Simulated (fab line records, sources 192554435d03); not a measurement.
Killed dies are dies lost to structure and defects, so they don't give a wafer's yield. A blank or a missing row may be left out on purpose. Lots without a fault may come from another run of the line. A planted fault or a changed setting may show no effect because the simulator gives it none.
Chamber matching | flow n5_finfet | N5_BEOL_M2_ETCH_63 on rie_diel-06: 4 sister chambers
The step etches SiARC in CF4, target depth 15.6 nm, time 26 s. 4 wafers are shown with their chamber, then 9 later ones without.

WAFERS WITH THEIR CHAMBER
wafer  | chamber | drypump_motor_current_A (A)
L089.1 | 2       | 5.4
L089.4 | 1       | 5.3
L089.5 | 0       | 5.5
L089.6 | 3       | 6.8

WAFERS WITHOUT THEIR CHAMBER
wafer  | drypump_motor_current_A (A)
L094.2 | 6.8
L094.4 | 6.7
L094.6 | 5.4
L095.1 | 5.5
L095.2 | 6.8
L095.3 | 5.4
L095.4 | 5.4
L095.5 | 5.5
L095.6 | 6.8

WHICH CHAMBER EACH WENT THROUGH
wafer  | from the rows above | in truth
L094.2 | 3                   | 3
L094.4 | 3                   | 3
L094.6 | 2                   | 2
L095.1 | 0                   | 0
L095.2 | 3                   | 3
L095.3 | 2                   | 2
L095.4 | 2                   | 2
L095.5 | 0                   | 0
L095.6 | 3                   | 3
Placed correctly: 9 of 9. Can't be placed from these rows: 0. Placed wrongly: 0.
How it was worked out, from the rows above alone: a wafer's distance from a chamber is the root of the sum, over the readings, of the square of ((its reading less the chamber's mean) divided by the reading's scatter). The wafer belongs to the nearest chamber; if the next one is less than 2 further off, it can't be placed. A chamber's mean is the mean of its shown wafers. The scatter: with one shown wafer a chamber, the root of the mean of the squares of how far each hidden wafer lies from its nearest shown one.
